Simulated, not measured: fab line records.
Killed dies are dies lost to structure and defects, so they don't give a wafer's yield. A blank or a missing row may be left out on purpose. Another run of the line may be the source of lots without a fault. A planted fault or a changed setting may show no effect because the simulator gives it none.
Problem report, 8D (eight disciplines) form, completed by code | flow nand harc | the parts of the form that need people (team, actions taken, sign-off) are left out

1. WHAT WENT WRONG
cd nm at NHARC_P_M1_CD_MEAS_09 reads a mean of 122.8 nm on 4 wafers of 2 lots; wafers without a fault read 129.9 nm with a standard deviation of 0.57. That is -12 standard deviations from the usual mean.
The step: target cd 130 nm.
First seen on wafer L117.2, day 13 03:34, on cd sem-01. The record holds 30 wafers of 10 lots with a number at this step. The rule behind "out" and "out of limits": a value lying over 4 standard deviations away from the usual mean. Any other wafer with a number is counted as sound.

2. WHAT IT IS, WHAT IT ISN'T
question                    | is                             | is not
which readings at this step | cd nm                          | -
which lots                  | L117, L120                     | L103, L104, L108, L109, L110, L114, L119, L123
which wafers of those lots  | L117.2, L117.3, L120.2, L120.3 | L117.5, L120.1
read on which gauges        | cd sem-01, cd sem-03           | cd sem-02
when                        | from day 13 03:34              | up to then (19 sound wafers); but 7 sound wafers of L119, L120, L123 came after

3. THE SUSPECTS, EACH WITH WHAT RULES IT OUT
Counting: a tool at a process step up to the reading stays a suspect if it ran every lot that is out. Sound lots after the first of them don't rule it out here, since some wafers of a struck lot are sound.
- the gauge at NHARC_P_M1_CD_MEAS_09: ruled out. 2 gauges (cd sem-01, cd sem-03) read the wafers that are out.
- rie diel-02 at NHARC_P_M0_ETCH_34 (etches the open film in N2/H2, target depth 40 nm, overetch 12 nm, time 43.94 s): kept. It ran every lot that is out, first L117 (day 12 23:48); its last sound lot up to then is L110 (day 10 11:57).
- litho track-01 at NHARC_P_M1_PEB_07 (peb time 65 s): kept. It ran every lot that is out, first L117 (day 13 03:29); its last sound lot up to then is L110 (day 10 15:38). Its own heater power total W readings are out on those wafers.
After counting, rie diel-02 at NHARC_P_M0_ETCH_34 and litho track-01 at NHARC_P_M1_PEB_07 remain.

4. THE CAUSE (what the simulator had put in)
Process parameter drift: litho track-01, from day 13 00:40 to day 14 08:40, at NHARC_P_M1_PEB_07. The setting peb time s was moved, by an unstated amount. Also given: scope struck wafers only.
2 suspects survive the count, and this tool is in that group.

5. THE EFFECT CHAIN, in route order
Each row: a reading where the mean over the struck wafers with a number is more than 3 standard deviations away from the usual. Readings are gone through only where the record gives a usual standard deviation; hours: the median, over the lots, of the time from a lot's start at the first step in this table giving one to that lot's start at this step; sigmas: the change measured in usual standard deviations.
hours | step                  | reading              | usual    | on struck wafers | change | sigmas
0     | NHARC_P_M1_PEB_07     | heater power total W | 156.7 W  | 173.3            | +16.7  | +40
0     | NHARC_P_M1_CD_MEAS_09 | cd nm                | 129.9 nm | 122.8            | -7.1   | -12
Process steps it contains:
- NHARC_P_M1_PEB_07: peb time 65 s.
Readings that are blank on the struck wafers while sound wafers have them: plate temp C at NHARC_P_M1_PEB_07.
Later steps that measure or inspect, where all struck wafers having a row at the step show a number for every such reading and not one has moved that far: NHARC_END_SORT_01.

6. WHAT WOULD HAVE CAUGHT IT SOONER
The first out-of-limits reading at a measuring or inspecting step in this record came at day 13 03:34, 3 hours after the fault's start at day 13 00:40.
The tool's own readings at NHARC_P_M1_PEB_07 were out on every struck wafer that the step has a row for (heater power total W): an alarm limit on them would have fired on the first of those.
L120, from the lots that are out (2), started NHARC_P_M1_PEB_07 on litho track-01 later than day 13 03:34. Had the tool been put on hold then, it would have been spared.
